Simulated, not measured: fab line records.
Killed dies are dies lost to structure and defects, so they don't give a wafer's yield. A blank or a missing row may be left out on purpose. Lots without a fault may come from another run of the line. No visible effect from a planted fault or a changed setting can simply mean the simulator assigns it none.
fab line records || flow nand-harc
[record] {"lots": 6, "wafers": 18, "last-day": 24}
route steps=1159 shown A_STAIRCASE@701 END@1159
lots that met no fault: from a run of the same line without faults
start-h: the number of hours between the record's first day and the start of the first shown wafer of the lot || wait-h: time in hours since the lot's previous step || " repeats the value in the row above || L1.1+2: a row that stands for several wafers || - no value, or no start was given || * or withheld: withheld || < > ~ a bound
route shown NAME@n: NAME is a module with steps in the file, n the number in the route of the first one || usual: the fault-free wafers' mean and standard deviation || same: alike in all rows || chamber/n: place in a boat || sites: each site's reading || _std_site: how widely they spread, as a standard deviation || _edge_site: outer sites' mean less inner sites' || radius-mm: how far each site lies from the wafer's centre || mask NAME#n: copy n || behind: the last tool/chamber to shape the wafer || hold: the reason the lot was held/the length of the hold in hours/how it ended || device: whichever transistor did not switch (one of n, p or np) || end of line: the tests these same wafers got at the end of their route || a step without rows: its recipe alone || killed: dies lost to structure and defects at the first sort, not the wafer's yield || map: dies across one wafer; x = killed, . = not, _ = none there
set.NAME: the run value of the setting; set.NAME@STEP: its run value at that earlier step || model.NAME: the simulator's own value behind a step, which no gauge read
lots at some steps of the route; a table a step, a row a wafer
services: a tool's chamber out of use, with start hour (start-h, from the record's first day; less than 0 if before it), hours out, and reason
[[steps]]
[step NHARC_A_STAIRCASE_DEP_417]
[recipe] {"target-thk-a": 600, "step-coverage-pct": 20, "temp-c": 400, "target-thk-nm": 60, "flow-sccm": 200, "rf-w": 450, "material": "Si3N4"}
[usual] {"heater-power-outer-w": "419/40", "heater-power-w": "729/68", "rf-fwd-power-W": "449.0/1.4"}
{"lot.wafer": "L632.2", "tool": "pecvd-02", "chamber": 2, "start-h": 286.70, "wait-h": "-", "heater-power-outer-w": 440, "heater-power-w": 711, "rf-fwd-power-W": 449.5}
{"lot.wafer": "L632.4", "tool": "pecvd-02", "chamber": 0, "start-h": 286.70, "wait-h": "-", "heater-power-outer-w": 403, "heater-power-w": 775, "rf-fwd-power-W": 450.6}
{"lot.wafer": "L632.5", "tool": "pecvd-02", "chamber": 1, "start-h": 286.70, "wait-h": "-", "heater-power-outer-w": 452, "heater-power-w": 802, "rf-fwd-power-W": 449.7}
{"lot.wafer": "L634.3", "tool": "pecvd-01", "chamber": 1, "start-h": 293.89, "wait-h": "-", "heater-power-outer-w": 430, "heater-power-w": 721, "rf-fwd-power-W": 448.3}
{"lot.wafer": "L634.1", "tool": "pecvd-01", "chamber": 0, "start-h": 293.89, "wait-h": "-", "heater-power-outer-w": 393, "heater-power-w": 644, "rf-fwd-power-W": 446.6}
{"lot.wafer": "L634.5", "tool": "pecvd-01", "chamber": 1, "start-h": 293.89, "wait-h": "-", "heater-power-outer-w": 420, "heater-power-w": 740, "rf-fwd-power-W": 447.0}
{"lot.wafer": "L643.1", "tool": "pecvd-03", "chamber": 1, "start-h": 337.87, "wait-h": "-", "heater-power-outer-w": 471, "heater-power-w": 771, "rf-fwd-power-W": 449.6}
{"lot.wafer": "L643.4", "tool": "pecvd-03", "chamber": 0, "start-h": 337.87, "wait-h": "-", "heater-power-outer-w": 419, "heater-power-w": 712, "rf-fwd-power-W": 449.5}
{"lot.wafer": "L643.5", "tool": "pecvd-03", "chamber": 1, "start-h": 337.87, "wait-h": "-", "heater-power-outer-w": 457, "heater-power-w": 754, "rf-fwd-power-W": 449.8}
{"lot.wafer": "L644.2", "tool": "pecvd-03", "chamber": 0, "start-h": 345.85, "wait-h": "-", "heater-power-outer-w": 397, "heater-power-w": 656, "rf-fwd-power-W": 448.0}
{"lot.wafer": "L644.3", "tool": "pecvd-03", "chamber": 2, "start-h": 345.85, "wait-h": "-", "heater-power-outer-w": 407, "heater-power-w": 669, "rf-fwd-power-W": 449.3}
{"lot.wafer": "L644.6", "tool": "pecvd-03", "chamber": 0, "start-h": 345.85, "wait-h": "-", "heater-power-outer-w": 416, "heater-power-w": 660, "rf-fwd-power-W": 446.8}
{"lot.wafer": "L646.2", "tool": "pecvd-02", "chamber": 0, "start-h": 352.92, "wait-h": "-", "heater-power-outer-w": 394, "heater-power-w": 801, "rf-fwd-power-W": 450.1}
{"lot.wafer": "L646.3", "tool": "pecvd-02", "chamber": 2, "start-h": 352.92, "wait-h": "-", "heater-power-outer-w": 452, "heater-power-w": 765, "rf-fwd-power-W": 446.4}
{"lot.wafer": "L646.5", "tool": "pecvd-02", "chamber": 2, "start-h": 352.92, "wait-h": "-", "heater-power-outer-w": 443, "heater-power-w": 768, "rf-fwd-power-W": 445.3}
{"lot.wafer": "L650.1", "tool": "pecvd-03", "chamber": 1, "start-h": 383.73, "wait-h": "-", "heater-power-outer-w": 444, "heater-power-w": 745, "rf-fwd-power-W": 448.4}
{"lot.wafer": "L650.2", "tool": "pecvd-03", "chamber": 2, "start-h": 383.73, "wait-h": "-", "heater-power-outer-w": 418, "heater-power-w": 733, "rf-fwd-power-W": 450.0}
{"lot.wafer": "L650.4", "tool": "pecvd-03", "chamber": 1, "start-h": 383.73, "wait-h": "-", "heater-power-outer-w": 438, "heater-power-w": 721, "rf-fwd-power-W": 447.1}
[step NHARC_A_STAIRCASE_WET_418]
[recipe] {"temp-c": 160, "target-depth-a": 200, "chemistry": "H3PO4"}
[step NHARC_A_STAIRCASE_PRECLEAN_419]
[recipe] {"time-s": "*", "temp-c": 50, "bath-age-min": 0, "chemistry": "SC1"}
[step NHARC_A_STAIRCASE_SRD_421]
[step NHARC_A_STAIRCASE_ALD_420]
[recipe] {"target-thk-a": 200, "pulse-time-s": 6, "ald-cycles": 200, "temp-c": 300, "material": "SiO2"}
[usual] {"heater-power-outer-w": "256/27", "heater-power-w": "466/45", "precursor-pulse-height-rel": "1.001/0.02"}
{"lot.wafer": "L632.4", "tool": "ald-hk-04", "chamber": 1, "start-h": 290.79, "wait-h": "-", "heater-power-outer-w": 267, "heater-power-w": 504, "precursor-pulse-height-rel": 1.002}
{"lot.wafer": "L632.2", "tool": "ald-hk-04", "chamber": 2, "start-h": 290.79, "wait-h": "-", "heater-power-outer-w": 240, "heater-power-w": 486, "precursor-pulse-height-rel": 0.986}
{"lot.wafer": "L632.5", "tool": "ald-hk-04", "chamber": 1, "start-h": 290.79, "wait-h": "-", "heater-power-outer-w": 257, "heater-power-w": 506, "precursor-pulse-height-rel": 0.983}
{"lot.wafer": "L634.1", "tool": "ald-hk-02", "chamber": 3, "start-h": 297.66, "wait-h": "-", "heater-power-outer-w": 285, "heater-power-w": 484, "precursor-pulse-height-rel": 0.995}
{"lot.wafer": "L634.3", "tool": "ald-hk-02", "chamber": 1, "start-h": 297.66, "wait-h": "-", "heater-power-outer-w": 295, "heater-power-w": 483, "precursor-pulse-height-rel": 0.985}
{"lot.wafer": "L634.5", "tool": "ald-hk-02", "chamber": 3, "start-h": 297.66, "wait-h": "-", "heater-power-outer-w": 274, "heater-power-w": 488, "precursor-pulse-height-rel": 1.014}
{"lot.wafer": "L643.4", "tool": "ald-hk-01", "chamber": 0, "start-h": 343.14, "wait-h": "-", "heater-power-outer-w": 230, "heater-power-w": 458, "precursor-pulse-height-rel": 1.028}
{"lot.wafer": "L643.1", "tool": "ald-hk-01", "chamber": 1, "start-h": 343.14, "wait-h": "-", "heater-power-outer-w": 317, "heater-power-w": 573, "precursor-pulse-height-rel": 0.991}
{"lot.wafer": "L643.5", "tool": "ald-hk-01", "chamber": 1, "start-h": 343.14, "wait-h": "-", "heater-power-outer-w": 309, "heater-power-w": 594, "precursor-pulse-height-rel": 0.974}
{"lot.wafer": "L644.2", "tool": "ald-hk-04", "chamber": 1, "start-h": 349.64, "wait-h": "-", "heater-power-outer-w": 258, "heater-power-w": 483, "precursor-pulse-height-rel": 0.992}
{"lot.wafer": "L644.3", "tool": "ald-hk-04", "chamber": 0, "start-h": 349.64, "wait-h": "-", "heater-power-outer-w": 221, "heater-power-w": 423, "precursor-pulse-height-rel": 0.966}
{"lot.wafer": "L644.6", "tool": "ald-hk-04", "chamber": 1, "start-h": 349.64, "wait-h": "-", "heater-power-outer-w": 258, "heater-power-w": 498, "precursor-pulse-height-rel": 1.026}
{"lot.wafer": "L646.3", "tool": "ald-hk-04", "chamber": 0, "start-h": 356.83, "wait-h": "-", "heater-power-outer-w": 217, "heater-power-w": 420, "precursor-pulse-height-rel": 1.017}
{"lot.wafer": "L646.2", "tool": "ald-hk-04", "chamber": 2, "start-h": 356.83, "wait-h": "-", "heater-power-outer-w": 244, "heater-power-w": 486, "precursor-pulse-height-rel": 1.006}
{"lot.wafer": "L646.5", "tool": "ald-hk-04", "chamber": 0, "start-h": 356.83, "wait-h": "-", "heater-power-outer-w": 220, "heater-power-w": 421, "precursor-pulse-height-rel": 1.004}
{"lot.wafer": "L650.1", "tool": "ald-hk-02", "chamber": 2, "start-h": 387.46, "wait-h": "-", "heater-power-outer-w": 221, "heater-power-w": 388, "precursor-pulse-height-rel": 1.033}
{"lot.wafer": "L650.4", "tool": "ald-hk-02", "chamber": 3, "start-h": 387.46, "wait-h": "-", "heater-power-outer-w": 275, "heater-power-w": 497, "precursor-pulse-height-rel": 1.017}
{"lot.wafer": "L650.2", "tool": "ald-hk-02", "chamber": 1, "start-h": 387.46, "wait-h": "-", "heater-power-outer-w": 305, "heater-power-w": 481, "precursor-pulse-height-rel": 1.003}
[step NHARC_A_STAIRCASE_CVD_552]
[recipe] {"target-thk-a": 400, "temp-c": 700, "pressure-mtorr": 300, "material": "SiNx"}
[step NHARC_A_STAIRCASE_DEP_151]
[recipe] {"target-thk-a": 38000, "temp-c": 400, "target-thk-nm": 3800, "teos-flow-sccm": 200, "rf-w": 500, "material": "SiO2"}
[usual] {"heater-power-outer-w": "374/48", "heater-power-w": "672/82", "rf-fwd-power-W": "499.7/1.4"}
{"lot.wafer": "L632.2", "tool": "pecvd-01", "chamber": 0, "start-h": 301.27, "wait-h": 0.4, "heater-power-outer-w": 378, "heater-power-w": 621, "rf-fwd-power-W": 500.9}
{"lot.wafer": "L632.4", "tool": "pecvd-01", "chamber": 0, "start-h": 301.27, "wait-h": 0.4, "heater-power-outer-w": 354, "heater-power-w": 583, "rf-fwd-power-W": 499.7}
{"lot.wafer": "L632.5", "tool": "pecvd-01", "chamber": 2, "start-h": 301.27, "wait-h": 0.4, "heater-power-outer-w": 388, "heater-power-w": 719, "rf-fwd-power-W": 496.8}
{"lot.wafer": "L634.3", "tool": "pecvd-02", "chamber": 0, "start-h": 305.09, "wait-h": 1.1, "heater-power-outer-w": 436, "heater-power-w": 841, "rf-fwd-power-W": 497.8}
{"lot.wafer": "L634.1", "tool": "pecvd-02", "chamber": 1, "start-h": 305.09, "wait-h": 1.1, "heater-power-outer-w": 392, "heater-power-w": 696, "rf-fwd-power-W": 501.7}
{"lot.wafer": "L634.5", "tool": "pecvd-02", "chamber": 2, "start-h": 305.09, "wait-h": 1.1, "heater-power-outer-w": 345, "heater-power-w": 593, "rf-fwd-power-W": 499.7}
{"lot.wafer": "L643.1", "tool": "pecvd-03", "chamber": 0, "start-h": 351.52, "wait-h": 0.5, "heater-power-outer-w": 375, "heater-power-w": 637, "rf-fwd-power-W": 499.7}
{"lot.wafer": "L643.5", "tool": "pecvd-03", "chamber": 2, "start-h": 351.52, "wait-h": 0.5, "heater-power-outer-w": 316, "heater-power-w": 576, "rf-fwd-power-W": 497.9}
{"lot.wafer": "L643.4", "tool": "pecvd-03", "chamber": 0, "start-h": 351.52, "wait-h": 0.5, "heater-power-outer-w": 341, "heater-power-w": 583, "rf-fwd-power-W": 500.7}
{"lot.wafer": "L644.2", "tool": "pecvd-01", "chamber": 0, "start-h": 357.91, "wait-h": 0.4, "heater-power-outer-w": 346, "heater-power-w": 578, "rf-fwd-power-W": 497.8}
{"lot.wafer": "L644.3", "tool": "pecvd-01", "chamber": 1, "start-h": 357.91, "wait-h": 0.4, "heater-power-outer-w": 365, "heater-power-w": 666, "rf-fwd-power-W": 498.4}
{"lot.wafer": "L644.6", "tool": "pecvd-01", "chamber": 0, "start-h": 357.91, "wait-h": 0.4, "heater-power-outer-w": 342, "heater-power-w": 554, "rf-fwd-power-W": 499.5}
{"lot.wafer": "L646.3", "tool": "pecvd-03", "chamber": 2, "start-h": 365.03, "wait-h": 0.5, "heater-power-outer-w": 370, "heater-power-w": 642, "rf-fwd-power-W": 503.6}
{"lot.wafer": "L646.2", "tool": "pecvd-03", "chamber": 0, "start-h": 365.03, "wait-h": 0.5, "heater-power-outer-w": 452, "heater-power-w": 706, "rf-fwd-power-W": 497.7}
{"lot.wafer": "L646.5", "tool": "pecvd-03", "chamber": 1, "start-h": 365.03, "wait-h": 0.5, "heater-power-outer-w": 339, "heater-power-w": 614, "rf-fwd-power-W": 500.5}
{"lot.wafer": "L650.2", "tool": "pecvd-01", "chamber": 1, "start-h": 395.78, "wait-h": 0.4, "heater-power-outer-w": 411, "heater-power-w": 744, "rf-fwd-power-W": 501.3}
{"lot.wafer": "L650.1", "tool": "pecvd-01", "chamber": 0, "start-h": 395.78, "wait-h": 0.4, "heater-power-outer-w": 402, "heater-power-w": 684, "rf-fwd-power-W": 498.5}
{"lot.wafer": "L650.4", "tool": "pecvd-01", "chamber": 2, "start-h": 395.78, "wait-h": 0.4, "heater-power-outer-w": 381, "heater-power-w": 715, "rf-fwd-power-W": 498.6}
[step NHARC_A_STAIRCASE_ANNEAL_320]
[recipe] {"temp-c": 750, "time-s": 1800}
[step NHARC_A_STAIRCASE_DEP_322]
[recipe] {"target-thk-a": 38000, "temp-c": 400, "target-thk-nm": 3800, "teos-flow-sccm": 200, "rf-w": 500, "material": "SiO2"}
[usual] {"heater-power-outer-w": "373/50", "heater-power-w": "665/76", "rf-fwd-power-W": "499.6/1.6"}
{"lot.wafer": "L632.2", "tool": "pecvd-02", "chamber": 2, "start-h": 308.54, "wait-h": 0.3, "heater-power-outer-w": 394, "heater-power-w": 657, "rf-fwd-power-W": 498.9}
{"lot.wafer": "L632.4", "tool": "pecvd-02", "chamber": 1, "start-h": 308.54, "wait-h": 0.3, "heater-power-outer-w": 325, "heater-power-w": 621, "rf-fwd-power-W": 497.8}
{"lot.wafer": "L632.5", "tool": "pecvd-02", "chamber": 2, "start-h": 308.54, "wait-h": 0.3, "heater-power-outer-w": 348, "heater-power-w": 608, "rf-fwd-power-W": 500.3}
{"lot.wafer": "L634.1", "tool": "pecvd-01", "chamber": 2, "start-h": 312.97, "wait-h": 0.3, "heater-power-outer-w": 518, "heater-power-w": 886, "rf-fwd-power-W": 499.6}
{"lot.wafer": "L634.3", "tool": "pecvd-01", "chamber": 0, "start-h": 312.97, "wait-h": 0.3, "heater-power-outer-w": 417, "heater-power-w": 678, "rf-fwd-power-W": 498.8}
{"lot.wafer": "L634.5", "tool": "pecvd-01", "chamber": 1, "start-h": 312.97, "wait-h": 0.3, "heater-power-outer-w": 312, "heater-power-w": 598, "rf-fwd-power-W": 500.3}
{"lot.wafer": "L643.1", "tool": "pecvd-02", "chamber": 2, "start-h": 359.31, "wait-h": 0.1, "heater-power-outer-w": 466, "heater-power-w": 789, "rf-fwd-power-W": 498.5}
{"lot.wafer": "L643.4", "tool": "pecvd-02", "chamber": 2, "start-h": 359.31, "wait-h": 0.1, "heater-power-outer-w": 358, "heater-power-w": 646, "rf-fwd-power-W": 499.1}
{"lot.wafer": "L643.5", "tool": "pecvd-02", "chamber": 0, "start-h": 359.31, "wait-h": 0.1, "heater-power-outer-w": 340, "heater-power-w": 708, "rf-fwd-power-W": 498.2}
{"lot.wafer": "L644.2", "tool": "pecvd-03", "chamber": 1, "start-h": 366.82, "wait-h": 0.2, "heater-power-outer-w": 452, "heater-power-w": 773, "rf-fwd-power-W": 502.9}
{"lot.wafer": "L644.3", "tool": "pecvd-03", "chamber": 2, "start-h": 366.82, "wait-h": 0.2, "heater-power-outer-w": 329, "heater-power-w": 585, "rf-fwd-power-W": 500.2}
{"lot.wafer": "L644.6", "tool": "pecvd-03", "chamber": 2, "start-h": 366.82, "wait-h": 0.2, "heater-power-outer-w": 302, "heater-power-w": 566, "rf-fwd-power-W": 501.5}
{"lot.wafer": "L646.3", "tool": "pecvd-02", "chamber": 1, "start-h": 372.76, "wait-h": 0.1, "heater-power-outer-w": 431, "heater-power-w": 744, "rf-fwd-power-W": 497.4}
{"lot.wafer": "L646.2", "tool": "pecvd-02", "chamber": 2, "start-h": 372.76, "wait-h": 0.1, "heater-power-outer-w": 401, "heater-power-w": 708, "rf-fwd-power-W": 497.5}
{"lot.wafer": "L646.5", "tool": "pecvd-02", "chamber": 1, "start-h": 372.76, "wait-h": 0.1, "heater-power-outer-w": 322, "heater-power-w": 635, "rf-fwd-power-W": 498.1}
{"lot.wafer": "L650.1", "tool": "pecvd-02", "chamber": 2, "start-h": 403.18, "wait-h": 0.1, "heater-power-outer-w": 471, "heater-power-w": 780, "rf-fwd-power-W": 499.5}
{"lot.wafer": "L650.2", "tool": "pecvd-02", "chamber": 0, "start-h": 403.18, "wait-h": 0.1, "heater-power-outer-w": 366, "heater-power-w": 749, "rf-fwd-power-W": 498.4}
{"lot.wafer": "L650.4", "tool": "pecvd-02", "chamber": 1, "start-h": 403.18, "wait-h": 0.1, "heater-power-outer-w": 311, "heater-power-w": 613, "rf-fwd-power-W": 502.5}
[step NHARC_A_STAIRCASE_ANNEAL_323]
[recipe] {"temp-c": 750, "time-s": 1800}
[step NHARC_A_STAIRCASE_DEP_325]
[recipe] {"target-thk-a": 38000, "temp-c": 400, "target-thk-nm": 3800, "teos-flow-sccm": 200, "rf-w": 500, "material": "SiO2"}
[usual] {"heater-power-outer-w": "372/48", "heater-power-w": "659/78", "rf-fwd-power-W": "499.5/1.5"}
{"lot.wafer": "L632.2", "tool": "pecvd-03", "chamber": 2, "start-h": 315.58, "wait-h": 0.2, "heater-power-outer-w": 324, "heater-power-w": 576, "rf-fwd-power-W": 499.8}
{"lot.wafer": "L632.4", "tool": "pecvd-03", "chamber": 2, "start-h": 315.58, "wait-h": 0.2, "heater-power-outer-w": 314, "heater-power-w": 564, "rf-fwd-power-W": 500.3}
{"lot.wafer": "L632.5", "tool": "pecvd-03", "chamber": 0, "start-h": 315.58, "wait-h": 0.2, "heater-power-outer-w": 347, "heater-power-w": 587, "rf-fwd-power-W": 498.5}
{"lot.wafer": "L634.1", "tool": "pecvd-02", "chamber": 0, "start-h": 320.92, "wait-h": 0.2, "heater-power-outer-w": 411, "heater-power-w": 793, "rf-fwd-power-W": 500.4}
{"lot.wafer": "L634.3", "tool": "pecvd-02", "chamber": 1, "start-h": 320.92, "wait-h": 0.2, "heater-power-outer-w": 378, "heater-power-w": 699, "rf-fwd-power-W": 496.8}
{"lot.wafer": "L634.5", "tool": "pecvd-02", "chamber": 1, "start-h": 320.92, "wait-h": 0.2, "heater-power-outer-w": 331, "heater-power-w": 641, "rf-fwd-power-W": 498.7}
{"lot.wafer": "L643.1", "tool": "pecvd-03", "chamber": 2, "start-h": 370.06, "wait-h": 0.4, "heater-power-outer-w": 400, "heater-power-w": 688, "rf-fwd-power-W": 559.6}
{"lot.wafer": "L643.4", "tool": "pecvd-03", "chamber": 0, "start-h": 370.06, "wait-h": 0.4, "heater-power-outer-w": 321, "heater-power-w": 569, "rf-fwd-power-W": 559.9}
{"lot.wafer": "L643.5", "tool": "pecvd-03", "chamber": 2, "start-h": 370.06, "wait-h": 0.4, "heater-power-outer-w": 301, "heater-power-w": 557, "rf-fwd-power-W": 558.3}
{"lot.wafer": "L644.2", "tool": "pecvd-03", "chamber": 2, "start-h": 374.48, "wait-h": 0.1, "heater-power-outer-w": 291, "heater-power-w": 551, "rf-fwd-power-W": 559.8}
{"lot.wafer": "L644.3", "tool": "pecvd-03", "chamber": 1, "start-h": 374.48, "wait-h": 0.1, "heater-power-outer-w": 327, "heater-power-w": 573, "rf-fwd-power-W": 560.6}
{"lot.wafer": "L644.6", "tool": "pecvd-03", "chamber": 2, "start-h": 374.48, "wait-h": 0.1, "heater-power-outer-w": 296, "heater-power-w": 536, "rf-fwd-power-W": 558.4}
{"lot.wafer": "L646.2", "tool": "pecvd-01", "chamber": 1, "start-h": 383.25, "wait-h": 0.2, "heater-power-outer-w": 385, "heater-power-w": 696, "rf-fwd-power-W": 498.4}
{"lot.wafer": "L646.3", "tool": "pecvd-01", "chamber": 1, "start-h": 383.25, "wait-h": 0.2, "heater-power-outer-w": 324, "heater-power-w": 595, "rf-fwd-power-W": 498.0}
{"lot.wafer": "L646.5", "tool": "pecvd-01", "chamber": 0, "start-h": 383.25, "wait-h": 0.2, "heater-power-outer-w": 343, "heater-power-w": 583, "rf-fwd-power-W": 501.0}
{"lot.wafer": "L650.1", "tool": "pecvd-01", "chamber": 0, "start-h": 414.67, "wait-h": 0.1, "heater-power-outer-w": 430, "heater-power-w": 721, "rf-fwd-power-W": 502.5}
{"lot.wafer": "L650.2", "tool": "pecvd-01", "chamber": 2, "start-h": 414.67, "wait-h": 0.1, "heater-power-outer-w": 494, "heater-power-w": 883, "rf-fwd-power-W": 498.2}
{"lot.wafer": "L650.4", "tool": "pecvd-01", "chamber": 0, "start-h": 414.67, "wait-h": 0.1, "heater-power-outer-w": 338, "heater-power-w": 577, "rf-fwd-power-W": 501.7}
[step NHARC_A_STAIRCASE_ANNEAL_326]
[recipe] {"temp-c": 750, "time-s": 1800}
[step NHARC_END_SORT_01]
[recipe] {"temp-c": 25}
[usual] {"killed-at-array": "26/9.9", "killed-at-other": "0.8/1", "killed-at-periphery": "2.8/2.2", "killed-dies": "29/9.9", "killed-open": "3.2/1.8", "killed-short": "2.1/1.4"}
[same] {"gross-dies": 677}
{"lot.wafer": "L632.2", "tool": "prober-02", "chamber": 0, "start-h": 472.22, "wait-h": 2.8, "killed-at-array": 23, "killed-at-other": 0, "killed-at-periphery": 2, "killed-dies": 25, "killed-open": 4, "killed-short": 0}
{"lot.wafer": "L632.4", "tool": "prober-02", "chamber": 0, "start-h": 473.83, "wait-h": 3.4, "killed-at-array": 20, "killed-at-other": 0, "killed-at-periphery": 2, "killed-dies": 22, "killed-open": 2, "killed-short": 2}
{"lot.wafer": "L632.5", "tool": "prober-02", "chamber": 0, "start-h": 474.64, "wait-h": 3.7, "killed-at-array": 20, "killed-at-other": 1, "killed-at-periphery": 3, "killed-dies": 24, "killed-open": 2, "killed-short": 1}
{"lot.wafer": "L644.2", "tool": "prober-01", "chamber": 0, "start-h": 512.90, "wait-h": 2.8, "killed-at-array": 15, "killed-at-other": 0, "killed-at-periphery": 2, "killed-dies": 17, "killed-open": 3, "killed-short": 1}
{"lot.wafer": "L644.3", "tool": "prober-01", "chamber": 0, "start-h": 513.70, "wait-h": 3.1, "killed-at-array": 14, "killed-at-other": 0, "killed-at-periphery": 0, "killed-dies": 14, "killed-open": 3, "killed-short": 3}
{"lot.wafer": "L644.6", "tool": "prober-01", "chamber": 0, "start-h": 516.09, "wait-h": 4.0, "killed-at-array": 15, "killed-at-other": 0, "killed-at-periphery": 0, "killed-dies": 15, "killed-open": 2, "killed-short": 1}
{"lot.wafer": "L646.2", "tool": "prober-01", "chamber": 0, "start-h": 528.51, "wait-h": 2.8, "killed-at-array": 25, "killed-at-other": 0, "killed-at-periphery": 3, "killed-dies": 28, "killed-open": 2, "killed-short": 2}
{"lot.wafer": "L646.3", "tool": "prober-01", "chamber": 0, "start-h": 529.31, "wait-h": 3.1, "killed-at-array": 32, "killed-at-other": 0, "killed-at-periphery": 5, "killed-dies": 37, "killed-open": 5, "killed-short": 1}
{"lot.wafer": "L646.5", "tool": "prober-01", "chamber": 0, "start-h": 530.90, "wait-h": 3.7, "killed-at-array": 35, "killed-at-other": 0, "killed-at-periphery": 3, "killed-dies": 38, "killed-open": 4, "killed-short": 2}
// killed by level:class
L632.2 A_SLIT:chamber-film-flake=7 A_STAIRCASE:chamber-film-flake=5 A_CONTACT:chamber-film-flake=4 A_BONDPAD:chamber-film-flake=3 P_M0:geometric-particle:open=2 A_CHANNEL_HOLE_D1:chamber-film-flake=2 A_ONON_D1:geometric-particle:open=1 A_CONTACT:geometric-particle:open=1
L632.4 A_SLIT:chamber-film-flake=8 A_CHANNEL_HOLE_D1:chamber-film-flake=4 A_ONON_D1:geometric-particle:short=2 P_GATE:chamber-film-flake=2 A_STAIRCASE:chamber-film-flake=2 A_WL_FILL:geometric-particle:open=1 A_CONTACT:geometric-particle:open=1 A_CONTACT:chamber-film-flake=1
L632.5 A_SLIT:chamber-film-flake=8 A_CONTACT:chamber-film-flake=3 A_BONDPAD:chamber-film-flake=3 A_M1:chamber-film-flake=2 P_GATE:geometric-particle:short=1 P_M1:geometric-particle:open=1 A_ONON_D1:geometric-particle:open=1 P_GATE:chamber-film-flake=1
L644.2 A_CHANNEL_HOLE_D1:chamber-film-flake=6 A_WL_FILL:chamber-film-flake=4 A_STAIRCASE:chamber-film-flake=2 P_M0:geometric-particle:open=1 P_M1:geometric-particle:open=1 A_CHANNEL_FILL_D1:geometric-particle:open=1 A_WL_FILL:geometric-particle:short=1 A_BLC:chamber-film-flake=1
L644.3 A_CHANNEL_HOLE_D1:chamber-film-flake=5 A_SGD_CUT:geometric-particle:short=2 A_CONTACT:geometric-particle:open=2 A_CONTACT:chamber-film-flake=2 A_CHANNEL_FILL_D1:geometric-particle:short=1 A_BLC:geometric-particle:open=1 A_STAIRCASE:chamber-film-flake=1
L644.6 A_CONTACT:chamber-film-flake=5 A_CHANNEL_HOLE_D1:chamber-film-flake=2 A_STAIRCASE:chamber-film-flake=2 A_ONON_D1:geometric-particle:short=1 A_WL_FILL:geometric-particle:open=1 A_BLC:geometric-particle:open=1 A_CHANNEL_FILL_D1:chamber-film-flake=1 A_BLC:chamber-film-flake=1
L646.2 A_CHANNEL_HOLE_D1:chamber-film-flake=13 A_STAIRCASE:chamber-film-flake=5 A_CONTACT:chamber-film-flake=3 P_M2:chamber-film-flake=2 P_CONTACT:geometric-particle:open=1 A_SOURCE_PLATE:geometric-particle:short=1 A_CHANNEL_HOLE_D1:geometric-particle:short=1 A_CONTACT:geometric-particle:open=1
L646.3 A_CHANNEL_HOLE_D1:chamber-film-flake=15 A_STAIRCASE:chamber-film-flake=10 A_CONTACT:geometric-particle:open=2 P_M2:chamber-film-flake=2 A_WL_FILL:chamber-film-flake=2 P_GATE:geometric-particle:open=1 P_CONTACT:geometric-particle:open=1 A_STAIRCASE:geometric-particle:short=1
L646.5 A_CHANNEL_HOLE_D1:chamber-film-flake=16 A_STAIRCASE:chamber-film-flake=9 A_WL_FILL:geometric-particle:open=2 P_STI:chamber-film-flake=2 A_CONTACT:chamber-film-flake=2 P_M1:geometric-particle:open=1 A_SOURCE_PLATE:geometric-particle:short=1 A_STAIRCASE:geometric-particle:short=1
[[services]]
{"tool": "pecvd-03", "chamber": "-", "start-h": 276.12, "hours": 1.2, "kind": "repair"}
{"tool": "pecvd-03", "chamber": "-", "start-h": 292.25, "hours": 13.0, "kind": "pm"}
{"tool": "pecvd-03", "chamber": 0, "start-h": 292.25, "hours": 13.0, "kind": "vent-cycle"}
{"tool": "pecvd-03", "chamber": 1, "start-h": 292.25, "hours": 13.0, "kind": "vent-cycle"}
{"tool": "pecvd-03", "chamber": 2, "start-h": 292.25, "hours": 13.0, "kind": "vent-cycle"}
{"tool": "pecvd-03", "chamber": 0, "start-h": 305.25, "hours": "-", "kind": "clean"}
{"tool": "pecvd-03", "chamber": 1, "start-h": 305.25, "hours": "-", "kind": "clean"}
{"tool": "pecvd-03", "chamber": 2, "start-h": 305.25, "hours": "-", "kind": "clean"}
{"tool": "pecvd-02", "chamber": "-", "start-h": 334.07, "hours": 13.0, "kind": "pm"}
{"tool": "pecvd-02", "chamber": 0, "start-h": 334.07, "hours": 13.0, "kind": "vent-cycle"}
{"tool": "pecvd-02", "chamber": 1, "start-h": 334.07, "hours": 13.0, "kind": "vent-cycle"}
{"tool": "pecvd-02", "chamber": 2, "start-h": 334.07, "hours": 13.0, "kind": "vent-cycle"}
{"tool": "pecvd-02", "chamber": 0, "start-h": 347.07, "hours": "-", "kind": "clean"}
{"tool": "pecvd-02", "chamber": 1, "start-h": 347.07, "hours": "-", "kind": "clean"}
{"tool": "pecvd-02", "chamber": 2, "start-h": 347.07, "hours": "-", "kind": "clean"}
{"tool": "pecvd-01", "chamber": 2, "start-h": 362.14, "hours": 21.4, "kind": "repair"}
{"tool": "ald-hk-04", "chamber": 0, "start-h": 364.50, "hours": 10.0, "kind": "vent-cycle"}
{"tool": "ald-hk-04", "chamber": 1, "start-h": 364.50, "hours": 10.0, "kind": "vent-cycle"}
{"tool": "ald-hk-04", "chamber": 2, "start-h": 364.50, "hours": 10.0, "kind": "vent-cycle"}
{"tool": "pecvd-03", "chamber": 0, "start-h": 373.80, "hours": 4.0, "kind": "repair"}
{"tool": "ald-hk-04", "chamber": 0, "start-h": 374.50, "hours": "-", "kind": "clean"}
{"tool": "ald-hk-04", "chamber": 1, "start-h": 374.50, "hours": "-", "kind": "clean"}
{"tool": "ald-hk-04", "chamber": 2, "start-h": 374.50, "hours": "-", "kind": "clean"}
{"tool": "ald-hk-02", "chamber": "-", "start-h": 404.46, "hours": 0.8, "kind": "repair"}
[[key]]
[first-sign] {"step": "NHARC_A_STAIRCASE_DEP_325", "reading": "rf-fwd-power-W", "direction": "up", "sigmas": 39, "usual": "*", "struck": "*"}
effect none on later readings
met-at NHARC_A_STAIRCASE_DEP_325
struck-wafers L643.1,L643.4,L643.5,L644.2,L644.3,L644.6
tester-left-out L643,L644
onset-between 315.58 370.06
[fault] {"kind": "process-parameter-drift", "tool": "pecvd-03", "chamber": "-", "onset-h": 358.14, "steps": "NHARC_A_STAIRCASE_DEP_325", "channel": "rf-w", "offset": "*", "shape": "step", "end-h": 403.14, "acts-in": "*", "stated": "*"}
// tester-left-out: of these lots the tester's yield and bins aren't shown, on N5 and GAA mostly nor the transistor test; their killed dies are dies lost to structure and defects alone, not to doping, threshold or leakage, so they don't give the yield
